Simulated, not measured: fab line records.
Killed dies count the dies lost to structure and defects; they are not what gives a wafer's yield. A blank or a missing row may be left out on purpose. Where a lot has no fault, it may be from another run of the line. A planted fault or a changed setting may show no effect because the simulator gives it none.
fab line records | flow n5-finfet
record lots=7 wafers=18 last-day=18
route steps=1938 shown BEOL_M3@1001 BEOL_M4@1111 PASSIVATION@1936
lots with no fault: from the same line, run without faults
start-h: start of the lot's first displayed wafer, in hours after the record's first day | wait-h: time in hours since the lot's previous step | " identical to the entry in the row above | L1.1+2: several wafers, shown together as one row | - either no value or no given start | * or withheld: withheld | < > ~ a bound
route shown NAME@n: names a module that has steps shown in the file, with the first one's number in the route | usual: mean/standard deviation of fault-free wafers | same: alike in all rows | chamber/n: place in a boat | sites: per-site readings | _std_site: standard deviation of those values | _edge_site: outer sites' mean less inner sites' | radius-mm: for every site, how far away it sits from the centre of the wafer | mask NAME#n: copy n | behind: the tool/chamber that last shaped the wafer | hold: why the lot was held/for how many hours/how that ended | device: the transistor (n, p or np) that didn't switch | end of line: the route-end tests of the same wafers | a step given without rows: its recipe and nothing more | killed: not the wafer's yield, but the dies lost to structure and defects at the first sort | map: shows each die of a wafer: x if killed, . if not, _ if none is there
set.NAME: the setting that was run; set.NAME@STEP: the one run at that earlier step | model.NAME: the simulator's own value behind a step, which no gauge read
lots at some steps of the route; a table a step, a row a wafer
services: a tool's chamber out of use, with start hour (start-h, from the record's first day; less than 0 if before it), hours out, and reason
## steps
# step N5_BEOL_M3_ANNEAL_87
# recipe temp-c=400 time-s=240 ambient=vacuum
# usual heater-power-w=836/94
# columns lot.wafer tool chamber start-h wait-h heater-power-w
L921.1 pvd-sputter-02 - 157.85 0.0 877
L921.5 " - " " 949
L921.6 " - " " 773
L930.1 pvd-sputter-03 - 204.71 0.0 825
L930.2 " - " " 860
L930.6 " - " " 718
L934.5 pvd-sputter-02 - 239.53 0.1 997
L934.6 " - " " 869
L937.5 pvd-sputter-03 - 248.12 0.1 759
L937.6 " - " " 838
L938.2 pvd-sputter-02 - 252.70 0.0 993
L938.6 " - " " 1024
L943.3 pvd-sputter-01 - 287.12 0.0 698
L943.5 " - " " 873
L943.6 " - " " 829
L944.1 pvd-sputter-01 - 294.56 0.0 695
L944.3 " - " " 863
L944.6 " - " " 844
# step N5_BEOL_M3_SPUTTER_88
# recipe material=Cu target-thk-a=45 temp-c=-20 chamber-pressure-pa=0.07 power-w=withheld time-s=8.29
# step N5_BEOL_M3_ANNEAL_89
# recipe temp-c=400 time-s=240 ambient=vacuum
# usual heater-power-w=837/93
# columns lot.wafer tool chamber start-h wait-h heater-power-w
L921.1 pvd-sputter-02 - 158.07 0.0 881
L921.5 " - " " 1004
L921.6 " - " " 807
L930.1 pvd-sputter-03 - 204.93 0.0 787
L930.2 " - " " 860
L930.6 " - " " 715
L934.5 pvd-sputter-02 - 239.75 0.1 1010
L934.6 " - " " 882
L937.5 pvd-sputter-03 - 248.34 0.1 756
L937.6 " - " " 854
L938.2 pvd-sputter-02 - 252.92 0.0 989
L938.6 " - " " 980
L943.3 pvd-sputter-01 - 287.34 0.0 687
L943.5 " - " " 869
L943.6 " - " " 857
L944.1 pvd-sputter-01 - 294.78 0.0 689
L944.3 " - " " 850
L944.6 " - " " 853
# step N5_BEOL_M3_SPUTTER_90
# recipe material=Cu target-thk-a=45 temp-c=-20 chamber-pressure-pa=0.07 power-w=withheld time-s=8.29
# usual throttle-valve-pct=30.2/1.2
# columns lot.wafer tool chamber start-h wait-h throttle-valve-pct
L921.1 pvd-sputter-02 - 158.21 0.1 28.1
L921.5 " - " " 30.6
L921.6 " - " " 30.0
L930.1 pvd-sputter-03 - 205.07 0.1 30.1
L930.2 " - " " 28.8
L930.6 " - " " 31.0
L934.5 pvd-sputter-02 - 239.86 0.0 32.8
L934.6 " - " " 27.8
L937.5 pvd-sputter-03 - 248.45 0.0 30.6
L937.6 " - " " 28.8
L938.2 pvd-sputter-02 - 253.06 0.1 30.5
L938.6 " - " " 33.0
L943.3 pvd-sputter-01 - 287.48 0.1 29.7
L943.5 " - " " 30.5
L943.6 " - " " 30.9
L944.1 pvd-sputter-01 - 294.92 0.1 29.9
L944.3 " - " " 30.7
L944.6 " - " " 31.1
# step N5_BEOL_M3_ANNEAL_91
# recipe temp-c=400 time-s=240 ambient=vacuum
# step N5_BEOL_M3_SPUTTER_92
# recipe material=Cu target-thk-a=45 temp-c=-20 chamber-pressure-pa=0.07 power-w=withheld time-s=8.29
# step N5_BEOL_M3_ANNEAL_93
# recipe temp-c=400 time-s=240 ambient=vacuum
# step N5_BEOL_M3_SPUTTER_94
# recipe material=Cu target-thk-a=45 temp-c=-20 chamber-pressure-pa=0.07 power-w=withheld time-s=8.29
# usual throttle-valve-pct=30.2/1.2
# columns lot.wafer tool chamber start-h wait-h throttle-valve-pct
L921.1 pvd-sputter-02 - 158.65 0.1 28.2
L921.5 " - " " 30.4
L921.6 " - " " 30.2
L930.1 pvd-sputter-03 - 205.51 0.1 30.1
L930.2 " - " " 28.9
L930.6 " - " " 30.9
L934.5 pvd-sputter-02 - 240.30 0.0 32.8
L934.6 " - " " 28.1
L937.5 pvd-sputter-03 - 248.89 0.0 30.4
L937.6 " - " " 29.2
L938.2 pvd-sputter-02 - 253.50 0.1 30.5
L938.6 " - " " 33.1
L943.3 pvd-sputter-01 - 287.92 0.1 29.9
L943.5 " - " " 30.6
L943.6 " - " " 30.9
L944.1 pvd-sputter-01 - 295.36 0.1 29.6
L944.3 " - " " 30.5
L944.6 " - " " 30.5
# step N5_BEOL_M3_ANNEAL_95
# recipe temp-c=400 time-s=240 ambient=vacuum
# step N5_BEOL_M3_SPUTTER_96
# recipe material=Cu target-thk-a=45 temp-c=-20 chamber-pressure-pa=0.07 power-w=withheld time-s=8.29
# usual throttle-valve-pct=30.2/1.2
# columns lot.wafer tool chamber start-h wait-h throttle-valve-pct
L921.1 pvd-sputter-02 - 158.87 0.1 28.0
L921.5 " - " " 30.5
L921.6 " - " " 30.3
L930.1 pvd-sputter-03 - 205.73 0.1 29.7
L930.2 " - " " 28.6
L930.6 " - " " 30.8
L934.5 pvd-sputter-02 - 240.52 0.0 33.2
L934.6 " - " " 28.0
L937.5 pvd-sputter-03 - 249.11 0.0 30.5
L937.6 " - " " 28.7
L938.2 pvd-sputter-02 - 253.72 0.1 30.5
L938.6 " - " " 32.8
L943.3 pvd-sputter-01 - 288.14 0.1 29.9
L943.5 " - " " 30.6
L943.6 " - " " 30.9
L944.1 pvd-sputter-01 - 295.58 0.1 29.4
L944.3 " - " " 30.8
L944.6 " - " " 30.6
# step N5_BEOL_M3_ECD_50
# recipe material=Cu target-thk-a=3000
# step N5_BEOL_M3_ANNEAL_51
# recipe temp-c=225 time-s=90 ambient=N2
# step N5_BEOL_M3_CMP_52
# recipe stop-on=SiOC t-overpolish-s=6.8 down-force-psi=1 platen-rpm=50 clearing-platen-down-force-psi=1.5 clearing-platen-rpm=50 post-cmp-clean=cu-alkaline target-thk-nm=40 clearing-platen-pad-velocity-m-s=0.99484 pad-velocity-m-s=0.99484
# usual barrier-field-endpoint-s=24.6/0.57 motor-current-A=5.9/0.42 overpolish-run-s=6.800/0.0093 time-to-endpoint-s=61.8/2.6
# columns lot.wafer tool chamber start-h wait-h barrier-field-endpoint-s motor-current-A overpolish-run-s time-to-endpoint-s model.Cu_of_BEOL_M3_ECD_50.thk-nm model.SiOC_of_BEOL_M3_ILD_DEP_00.thk-nm
L921.1 cmp-02 1 159.61 0.5 24.2 5.2 6.800 60.1 40.6 75.8
L921.6 " 3 " " 23.5 6.0 6.799 59.2 40.2 76.4
L921.5 " 0 " " 23.6 6.3 6.808 56.4 41.4 77.4
L930.1 cmp-01 3 206.24 0.3 25.0 5.2 6.799 64.9 40 74.6
L930.2 " 0 " " 24.0 6.4 6.789 57.8 40.2 75.6
L930.6 " 3 " " 24.6 5.2 6.796 61.5 41.2 77
L934.5 cmp-02 3 241.13 0.2 13.3 5.8 6.803 31.3 40.8 76.8
L934.6 " 0 " " 13.0 6.6 6.789 33.0 40.6 75.6
L937.6 cmp-02 2 249.73 0.2 14.1 5.7 6.792 32.3 36.6 73.4
L937.5 " 3 " " 13.9 5.7 6.798 31.5 37.2 74.2
L938.2 cmp-02 2 254.21 0.2 25.6 5.7 6.800 65.2 35.6 74.6
L938.6 " 2 " " 13.8 5.7 6.787 32.5 35 73
L943.3 cmp-01 1 288.76 0.3 24.9 6.2 6.805 65.2 40.8 76.4
L943.6 " 2 " " 25.5 6.2 6.798 63.8 40.2 76.2
L943.5 " 3 " " 25.4 5.1 6.803 66.1 41.6 77
L944.1 cmp-03 0 296.07 0.3 24.5 5.4 6.799 61.5 41.2 76.2
L944.3 " 1 " " 24.9 5.6 6.810 62.9 39.4 76
L944.6 " 1 " " 25.2 5.9 6.802 63.2 40.8 76.8
# step N5_BEOL_M4_RC_MEAS_101
# usual DIBL_N=36.4/1.4 DIBL_P=36.3/1.8 IOFF_N=0.163/0.024 IOFF_P=0.21/0.034 ION_N=673/11 ION_P=461/7.4 SS_N=71.6/0.52 SS_P=73.3/0.58 VT_N=249.4/2.5 VT_P=-250/3.5
# columns lot.wafer tool chamber start-h wait-h DIBL_N[mV/V] DIBL_P[mV/V] IOFF_N[nA/um] IOFF_P[nA/um] ION_N[uA/um] ION_P[uA/um] SS_N[mV/dec] SS_P[mV/dec] VT_N[mV] VT_P[mV]
L921.1 prober-02 0 167.98 0.0 35.4 34.2 0.145 0.17 670 457 70.8 73.4 249.5 -256
L921.5 " 0 " " 34.0 32.1 0.119 0.15 660 447 70.7 72.3 255.6 -256
L921.6 " 0 " " 36.3 35.4 0.157 0.19 670 455 71.6 73.8 252.5 -253
L930.1 prober-01 0 224.94 0.0 35.1 35.1 0.141 0.18 661 451 71.4 73.3 252.1 -255
L930.2 " 0 " " 35.3 36.1 0.152 0.20 667 458 71.4 72.9 250.6 -251
L930.6 " 0 " " 35.3 35.9 0.148 0.19 669 454 71.3 73.2 251.1 -252
L934.5 prober-01 0 255.80 0.6 37.7 37.8 0.188 0.27 680 469 71.4 73.5 244.9 -244
L934.6 " 0 " " 36.9 37.1 0.165 0.24 683 476 71.8 73.1 248.9 -244
L937.5 prober-02 0 261.67 0.6 35.7 33.7 0.138 0.17 653 448 71.8 72.7 252.6 -256
L937.6 " 0 " " 36.9 35.5 0.153 0.19 672 457 72.0 73.4 249.1 -252
L938.2 prober-01 0 266.76 0.2 35.9 36.8 0.161 0.21 685 467 71.5 73.3 248.3 -249
L938.6 " 0 " " 35.4 35.5 0.153 0.19 673 458 70.7 72.3 248.1 -251
L943.3 prober-02 0 300.44 0.3 36.6 32.3 0.148 0.16 665 447 71.3 72.9 253.0 -256
L943.5 " 0 " " 36.6 33.5 0.160 0.18 679 456 71.4 73.5 248.1 -256
L943.6 " 0 " " 35.2 31.7 0.131 0.16 664 454 71.5 73.3 250.8 -254
L944.1 prober-01 0 305.94 0.0 40.2 38.5 0.211 0.29 689 475 72.2 73.4 247.9 -243
L944.3 " 0 " " 39.1 37.0 0.180 0.26 666 461 72.6 73.1 249.2 -245
L944.6 " 0 " " 40.0 37.8 0.204 0.29 683 471 72.2 74.0 246.8 -245
# step N5_PASSIVATION_PROBE_49
# usual defect-limited-yield=91.4/1.6 killed_at_M0_to_M3=34/12 killed_at_M4_up=13/5.2 killed-at-contacts=11/5.5 killed-at-front-end=40/13 killed-at-other=3.4/2.7 killed-dies=102/19 killed-on-rim=13/4.3 killed-open=66/15 killed-short=33/7.9 sort_bin_5_function=5.1/1.1 sort_bin_6_memory=3.2/0.7 sort-n-pass=1078/19 sort-yield-pct=91.4/1.6
# same gross-dies=1180 killed-at-back-side=0 sort_bin_4_leakage[%]=0 sort_bin_8_speed[%]=0
# columns lot.wafer tool chamber start-h wait-h defect-limited-yield[%] killed_at_M0_to_M3 killed_at_M4_up killed-at-contacts killed-at-front-end killed-at-other killed-dies killed-on-rim killed-open killed-short sort_bin_5_function[%] sort_bin_6_memory[%] sort-n-pass sort-yield-pct[%]
L921.1 prober-01 - 267.53 0.1 90.7 48 8 15 34 5 110 23 59 46 5.9 2.7 1070 90.7
L921.5 prober-01 - 267.73 0.3 91.4 36 20 8 31 6 101 16 66 31 4.9 3.2 1079 91.4
L921.6 prober-01 - 267.78 0.3 91.1 50 18 6 29 2 105 15 64 38 5.6 2.9 1075 91.1
L930.1 prober-02 - 328.00 0.0 91.3 43 9 6 44 1 103 13 73 29 4.8 3.5 1077 91.3
L930.2 prober-02 - 328.05 0.1 93.1 26 5 9 41 0 81 6 51 29 4.2 2.5 1099 93.1
L930.6 prober-02 - 328.25 0.3 92.9 36 11 13 22 2 84 13 53 31 4.2 2.5 1096 92.9
L934.6 prober-01 - 370.20 0.4 91.9 28 10 10 44 3 95 9 70 23 5.3 2.2 1085 91.9
L938.2 prober-01 - 370.70 0.1 92.4 27 13 3 46 1 90 14 61 29 4.6 2.9 1090 92.4
L938.6 prober-01 - 370.90 0.3 89.8 41 16 13 50 0 120 16 91 29 6.9 3.1 1060 89.8
L943.3 prober-01 - 417.76 0.1 93.5 22 4 11 36 4 77 8 54 22 3.9 2.1 1103 93.5
L943.5 prober-01 - 417.86 0.2 93.1 23 2 10 42 4 81 12 52 29 4.7 1.8 1099 93.1
L943.6 prober-01 - 417.91 0.3 92.3 26 4 15 43 3 91 12 56 34 4.3 3.1 1089 92.3
L944.1 prober-01 - 431.08 0.0 91.8 37 14 13 27 6 97 9 51 44 4.5 3.1 1083 91.8
L944.3 prober-01 - 431.18 0.1 90.3 41 21 7 38 8 115 15 78 36 5.7 3.8 1065 90.3
L944.6 prober-01 - 431.33 0.3 91.8 39 13 14 29 2 97 12 58 36 4.7 3.1 1083 91.8
# killed by level:class
L921.1 BEOL_M0_SAQP:geometric-particle:open=19 MOL_CONTACT_COAG:geometric-particle:open=12 FIN_SAQP:geometric-particle:short=10 BEOL_M0_SAQP:geometric-particle:short=10 BEOL_M3:geometric-particle:short=6 BEOL_M3:geometric-particle:open=4 DUMMY_GATE:geometric-particle:open=3 SDB:geometric-particle:short=3
L921.5 MOL_CONTACT_COAG:geometric-particle:open=8 BEOL_M2:geometric-particle:open=8 BEOL_M0_SAQP:geometric-particle:open=7 BEOL_M4:geometric-particle:open=7 BEOL_M0_SAQP:geometric-particle:short=5 BEOL_M3:geometric-particle:open=5 STI_FIN_REVEAL:geometric-particle:open=4 BEOL_M0:geometric-particle:open=4
L921.6 BEOL_M0_SAQP:geometric-particle:open=13 BEOL_M2:geometric-particle:open=12 BEOL_M0_SAQP:geometric-particle:short=10 STARTING-WAFER:geometric-particle:short=7 FIN_SAQP:geometric-particle:open=5 DUMMY_GATE:geometric-particle:open=5 BEOL_M1:geometric-particle:open=4 BEOL_M3:geometric-particle:open=4
L930.1 FIN_SAQP:geometric-particle:short=15 BEOL_M2:geometric-particle:open=12 STI_FIN_REVEAL:geometric-particle:open=10 BEOL_M1:geometric-particle:open=9 BEOL_M3:geometric-particle:open=8 GATE_CUT:geometric-particle:open=6 MOL_CONTACT_COAG:geometric-particle:open=6 BEOL_M0_SAQP:geometric-particle:short=6
L930.2 FIN_SAQP:geometric-particle:open=12 STI_FIN_REVEAL:geometric-particle:open=10 BEOL_M1:geometric-particle:open=9 FIN_SAQP:geometric-particle:short=8 MOL_CONTACT_COAG:geometric-particle:open=6 MOL_CONTACT_COAG:geometric-particle:short=3 BEOL_M0_SAQP:geometric-particle:short=3 BEOL_M3:geometric-particle:open=3
L930.6 BEOL_M0_SAQP:geometric-particle:open=9 MOL_CONTACT_COAG:geometric-particle:open=8 BEOL_M0_SAQP:geometric-particle:short=8 FIN_SAQP:geometric-particle:open=6 STI_FIN_REVEAL:geometric-particle:open=5 MOL_CONTACT_COAG:geometric-particle:short=5 BEOL_M2:geometric-particle:open=5 BEOL_M4:geometric-particle:open=5
L934.6 FIN_SAQP:geometric-particle:open=18 BEOL_M0_SAQP:geometric-particle:open=9 BEOL_M4:geometric-particle:open=8 MOL_CONTACT_COAG:geometric-particle:open=7 DUMMY_GATE:geometric-particle:open=5 STI_FIN_REVEAL:geometric-particle:open=4 BEOL_M0:geometric-particle:open=4 ILD0:geometric-particle:open=3
L938.2 FIN_SAQP:geometric-particle:open=15 FIN_SAQP:geometric-particle:short=9 BEOL_M2:geometric-particle:open=8 GATE_CUT:geometric-particle:open=5 GATE_CUT:geometric-particle:short=4 BEOL_M0_SAQP:geometric-particle:open=4 BEOL_M0_SAQP:geometric-particle:short=4 BEOL_M0:geometric-particle:open=4
L938.6 FIN_SAQP:geometric-particle:open=16 FIN_SAQP:geometric-particle:short=12 BEOL_M0_SAQP:geometric-particle:open=12 MOL_CONTACT_COAG:geometric-particle:open=11 BEOL_M2:geometric-particle:open=8 STI_FIN_REVEAL:geometric-particle:open=7 BEOL_M1:geometric-particle:open=7 DUMMY_GATE:geometric-particle:open=5
L943.3 STI_FIN_REVEAL:geometric-particle:open=10 BEOL_M2:geometric-particle:open=10 MOL_CONTACT_COAG:geometric-particle:open=10 GATE_CUT:geometric-particle:open=5 FIN_SAQP:geometric-particle:short=5 FIN_SAQP:geometric-particle:open=4 PASS1_CAP:geometric-particle:short=3 GATE_CUT:geometric-particle:short=3
L943.5 BEOL_M0_SAQP:geometric-particle:open=10 FIN_SAQP:geometric-particle:open=9 MOL_CONTACT_COAG:geometric-particle:open=9 FIN_SAQP:geometric-particle:short=8 STI_FIN_REVEAL:geometric-particle:open=5 STARTING-WAFER:geometric-particle:open=5 BEOL_M0_SAQP:geometric-particle:short=5 ILD0:geometric-particle:open=3
L943.6 FIN_SAQP:geometric-particle:short=11 MOL_CONTACT_COAG:geometric-particle:open=11 BEOL_M1:geometric-particle:open=7 DUMMY_GATE:geometric-particle:open=6 BEOL_M0_SAQP:geometric-particle:open=6 FIN_SAQP:geometric-particle:open=5 ILD0:geometric-particle:open=5 MOL_CONTACT_COAG:geometric-particle:short=4
L944.1 BEOL_M0_SAQP:geometric-particle:short=10 BEOL_M0_SAQP:geometric-particle:open=10 MOL_CONTACT_COAG:geometric-particle:open=9 FIN_SAQP:geometric-particle:short=8 BEOL_M3:geometric-particle:open=7 FIN_SAQP:geometric-particle:open=5 ILD0:geometric-particle:short=4 MOL_CONTACT_COAG:geometric-particle:short=4
L944.3 BEOL_M0_SAQP:geometric-particle:open=16 BEOL_M0_SAQP:geometric-particle:short=11 STI_FIN_REVEAL:geometric-particle:open=10 MOL_CONTACT_COAG:geometric-particle:open=7 BEOL_M4:geometric-particle:open=7 GATE_CUT:geometric-particle:short=6 BEOL_M2:geometric-particle:open=5 FIN_SAQP:geometric-particle:short=4
L944.6 BEOL_M0_SAQP:geometric-particle:open=14 MOL_CONTACT_COAG:geometric-particle:open=10 BEOL_M0_SAQP:geometric-particle:short=10 GATE_CUT:geometric-particle:short=8 BEOL_M3:geometric-particle:open=7 MOL_CONTACT_COAG:geometric-particle:short=4 DUMMY_GATE:geometric-particle:open=3 ILD0:geometric-particle:short=3
## services
# columns tool chamber start-h hours kind
pvd-sputter-03 - 134.61 4.0 repair
cmp-03 - 140.57 2.4 repair
cmp-02 - 150.80 4.0 pm
cmp-02 - 154.80 - consumable-replace:conditioner
cmp-02 - 154.80 - consumable-replace:pad
cmp-03 - 155.77 4.0 pm
cmp-02 - 215.18 2.3 repair
cmp-03 - 220.46 0.3 repair
cmp-03 - 226.68 4.0 pm
cmp-01 - 230.12 0.3 repair
cmp-03 - 230.68 - consumable-replace:conditioner
cmp-03 - 230.68 - consumable-replace:pad
cmp-03 - 240.87 2.0 repair
cmp-01 - 277.20 1.9 repair
cmp-02 - 288.98 0.9 repair
cmp-01 - 292.69 1.4 repair
## key
first-sign step=N5_BEOL_M3_CMP_52 reading=barrier-field-endpoint-s direction=down sigmas=19 usual=24.6 struck=13.6
effect step=N5_BEOL_M3_CMP_52 reading=time-to-endpoint-s direction=down sigmas=11 usual=* struck=*
model-effect step=N5_BEOL_M3_CMP_52 value=Cu_of_BEOL_M3_ECD_50.thk-nm without=40.44 struck=38.04
met-at N5_BEOL_M3_CMP_52
struck-wafers L934.5,L934.6,L937.5,L937.6,L938.6
onset-between 159.61 241.13
fault kind=process-parameter-drift tool=cmp-02 chamber=- onset-h=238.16 steps=N5_BEOL_M3_CMP_52 channel=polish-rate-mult offset=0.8 shape=step end-h=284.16 scope=struck-wafers-only
